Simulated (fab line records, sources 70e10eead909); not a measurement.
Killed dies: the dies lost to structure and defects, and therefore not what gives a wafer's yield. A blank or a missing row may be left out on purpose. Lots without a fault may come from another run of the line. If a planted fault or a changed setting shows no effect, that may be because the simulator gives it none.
Chamber matching :: flow nand-harc :: NHARC_A_CHANNEL_FILL_D2_ALD_16 on ald-hk-02: 4 sister chambers
The step deposits SiO2, target thk 1.5 nm, pulse time 10 s, ald cycles 15. 8 wafers are shown with their chamber, then 12 later ones without.

WAFERS PAIRED WITH THEIR CHAMBERS
wafer: L079.2
chamber: 2
heater-power-w (W): 481
precursor-pulse-height-rel: 1.016

wafer: L080.5
chamber: 1
heater-power-w (W): 515
precursor-pulse-height-rel: 1.025

wafer: L085.1
chamber: 2
heater-power-w (W): 477
precursor-pulse-height-rel: 1.028

wafer: L085.2
chamber: 3
heater-power-w (W): 413
precursor-pulse-height-rel: 0.985

wafer: L085.3
chamber: 0
heater-power-w (W): 455
precursor-pulse-height-rel: 0.947

wafer: L085.4
chamber: 1
heater-power-w (W): 522
precursor-pulse-height-rel: 0.997

wafer: L085.5
chamber: 3
heater-power-w (W): 426
precursor-pulse-height-rel: 0.978

wafer: L085.6
chamber: 0
heater-power-w (W): 452
precursor-pulse-height-rel: 0.977

WAFERS WHOSE CHAMBER IS MISSING
wafer: L087.1
heater-power-w (W): 447
precursor-pulse-height-rel: 1.006

wafer: L087.2
heater-power-w (W): 428
precursor-pulse-height-rel: 0.968

wafer: L087.6
heater-power-w (W): 444
precursor-pulse-height-rel: 1.011

wafer: L091.3
heater-power-w (W): 510
precursor-pulse-height-rel: 1.020

wafer: L091.4
heater-power-w (W): 466
precursor-pulse-height-rel: 1.000

wafer: L091.6
heater-power-w (W): 510
precursor-pulse-height-rel: 1.037

wafer: L092.1
heater-power-w (W): 460
precursor-pulse-height-rel: 1.026

wafer: L092.2
heater-power-w (W): 419
precursor-pulse-height-rel: 0.987

wafer: L092.3
heater-power-w (W): 478
precursor-pulse-height-rel: 1.031

wafer: L094.1
heater-power-w (W): 515
precursor-pulse-height-rel: 1.016

wafer: L094.2
heater-power-w (W): 477
precursor-pulse-height-rel: 0.967

wafer: L094.4
heater-power-w (W): 456
precursor-pulse-height-rel: 0.998

WHICH CHAMBER EACH ONE RAN IN
wafer: L087.1
from the rows above: 0
in truth: 0

wafer: L087.2
from the rows above: 3
in truth: 3

wafer: L087.6
from the rows above: can't be placed: 0 or 3
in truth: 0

wafer: L091.3
from the rows above: 1
in truth: 1

wafer: L091.4
from the rows above: can't be placed: 2 or 0
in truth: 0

wafer: L091.6
from the rows above: 1
in truth: 1

wafer: L092.1
from the rows above: can't be placed: 2 or 0
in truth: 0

wafer: L092.2
from the rows above: 3
in truth: 3

wafer: L092.3
from the rows above: 2
in truth: 2

wafer: L094.1
from the rows above: 1
in truth: 1

wafer: L094.2
from the rows above: can't be placed: 2 or 0
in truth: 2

wafer: L094.4
from the rows above: 0
in truth: 0
Placed correctly: 8 of 12. Can't be placed from these rows: 4 (the true chamber is among the candidates in 4). Placed wrongly: 0.
How it was worked out, from the rows above alone: a wafer's distance from a chamber is the root of the sum, over the readings, of the square of ((its reading less the chamber's mean) divided by the reading's scatter). If the next closest chamber is less than 2 further off than the closest, the wafer can't be placed; otherwise it belongs to the closest. Each chamber's mean is taken over the wafers shown for it. The scatter: the root of (the sum of the squares of (reading less its chamber's mean) over the shown wafers, divided by (wafers less chambers)).
